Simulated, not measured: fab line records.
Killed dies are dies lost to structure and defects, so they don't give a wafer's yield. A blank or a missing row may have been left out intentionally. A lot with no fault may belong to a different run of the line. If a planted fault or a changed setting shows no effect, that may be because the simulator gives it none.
Split-lot trial    flow n5_finfet    39 wafers read across 7 lots, on a route 1938 steps long

ABOUT THE SPLIT
At N5_HKMG_FIN_ALD_21 (deposits TiN, target thk 1.5 nm, pulse time 1 s, purge time 3 s), the setting ald_cycles was moved away from the recipe's 68 on 12 of the 39 wafers read, by -57.4% to +60.3%. The other wafers ran this setting at the recipe's value.

Reading taken at the split's own step.

THE READING
TiN_of_HKMG_FIN_ALD_21.thk_nm (the simulator's own value, which no gauge read), in nm, at N5_HKMG_FIN_ALD_21 (deposits TiN, target thk 1.5 nm, pulse time 1 s, purge time 3 s). There is no usual value for it anywhere in the file. Across the 27 wafers here that went through the recipe, the average is 1.5 nm and the standard deviation 0.097 nm.

wafer   tool, chamber at the split  ald_cycles as run  against the recipe  TiN_of_HKMG_FIN_ALD_21.thk_nm, nm  against lot-mates on the recipe
L074.1  ald_metal-03, 0             68                 recipe              1.4                                -
L074.2  ald_metal-03, 2,3           68                 recipe              1.6                                -
L074.5  ald_metal-03, 2,3           68                 recipe              1.6                                -
L074.3  ald_metal-03, 1,3,2         109                +60.3%              2.4                                +0.9
L074.4  ald_metal-03, 1,3,2         109                +60.3%              2.4                                +0.9
L074.6  ald_metal-03, 1,3,2         109                +60.3%              2.4                                +0.9
L078.1  ald_metal-03, 3,2,3         103                +51.5%              2.2                                +0.7
L078.4  ald_metal-03, 3,2,3         103                +51.5%              2.2                                +0.7
L078.5  ald_metal-03, 3,2,3         103                +51.5%              2.2                                +0.7
L078.2  ald_metal-03, 1             68                 recipe              1.4                                -
L078.3  ald_metal-03, 0             68                 recipe              1.6                                -
L078.6  ald_metal-03, 0             68                 recipe              1.6                                -
L085.1  ald_metal-03, 0,2,3,3,0,2   68                 recipe              1.6                                -
L085.2  ald_metal-03, 0,2,3,3,0,2   68                 recipe              1.6                                -
L085.3  ald_metal-03, 0,2,3,3,0,2   68                 recipe              1.6                                -
L085.4  ald_metal-03, 0,2,3,3,0,2   68                 recipe              1.6                                -
L085.5  ald_metal-03, 0,2,3,3,0,2   68                 recipe              1.6                                -
L085.6  ald_metal-03, 0,2,3,3,0,2   68                 recipe              1.6                                -
L088.3  ald_metal-01, 0,2           68                 recipe              1.4                                -
L088.6  ald_metal-01, 0,2           68                 recipe              1.4                                -
L088.5  ald_metal-01, 3             68                 recipe              1.6                                -
L089.1  ald_metal-03, 0,3,1         68                 recipe              1.4                                -
L089.4  ald_metal-03, 0,3,1         68                 recipe              1.4                                -
L089.6  ald_metal-03, 0,3,1         68                 recipe              1.4                                -
L089.2  ald_metal-03, 2,1,0         103                +51.5%              2.2                                +0.8
L089.3  ald_metal-03, 2,1,0         103                +51.5%              2.2                                +0.8
L089.5  ald_metal-03, 2,1,0         103                +51.5%              2.2                                +0.8
L090.1  ald_metal-04, 0,2,1         68                 recipe              1.6                                -
L090.2  ald_metal-04, 0,2,1         68                 recipe              1.6                                -
L090.4  ald_metal-04, 0,2,1         68                 recipe              1.6                                -
L090.3  ald_metal-04, 3,0,1         29                 -57.4%              0.6                                -1.0
L090.5  ald_metal-04, 3,0,1         29                 -57.4%              0.6                                -1.0
L090.6  ald_metal-04, 3,0,1         29                 -57.4%              0.6                                -1.0
L095.1  ald_metal-03, 2,1,0         68                 recipe              1.4                                -
L095.2  ald_metal-03, 2,1,0         68                 recipe              1.4                                -
L095.4  ald_metal-03, 2,1,0         68                 recipe              1.4                                -
L095.3  ald_metal-03, 3,0,3         68                 recipe              1.6                                -
L095.5  ald_metal-03, 3,0,3         68                 recipe              1.6                                -
L095.6  ald_metal-03, 3,0,3         68                 recipe              1.6                                -
If several chambers appear in one row, that row covers several wafers at once and the file leaves open which wafer was in which chamber.

THE FIT
A straight line over all 39 wafers: TiN_of_HKMG_FIN_ALD_21.thk_nm changes by +0.0145 nm for each +1% of ald_cycles; r = +0.98; the points scatter about the line by 0.09 nm.
The same after taking each lot's own level away (the mean of its wafers on the recipe; 39 wafers): +0.0153 nm for each +1%; r = +0.99; scatter 0.077 nm.
That fit puts the effect of the largest move of ald_cycles on the reading at 0.92 nm.
The span of the lots' own levels, 1.40 to 1.60 nm, comes to 2.1 times the standard deviation stated above.
Hence the lot-to-lot level has little effect on the slope; both slopes agree.
Check: +0.907 nm against its lot-mates is what the line predicts for one of the wafers moved furthest among these (+60.3%) when that wafer is left out of the fit. It came out at +0.867 nm against them.

THE FILE'S OWN FIT
TiN_of_HKMG_FIN_ALD_21.thk_nm changes by +0.0151 nm for each +1% of ald_cycles, r = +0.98.
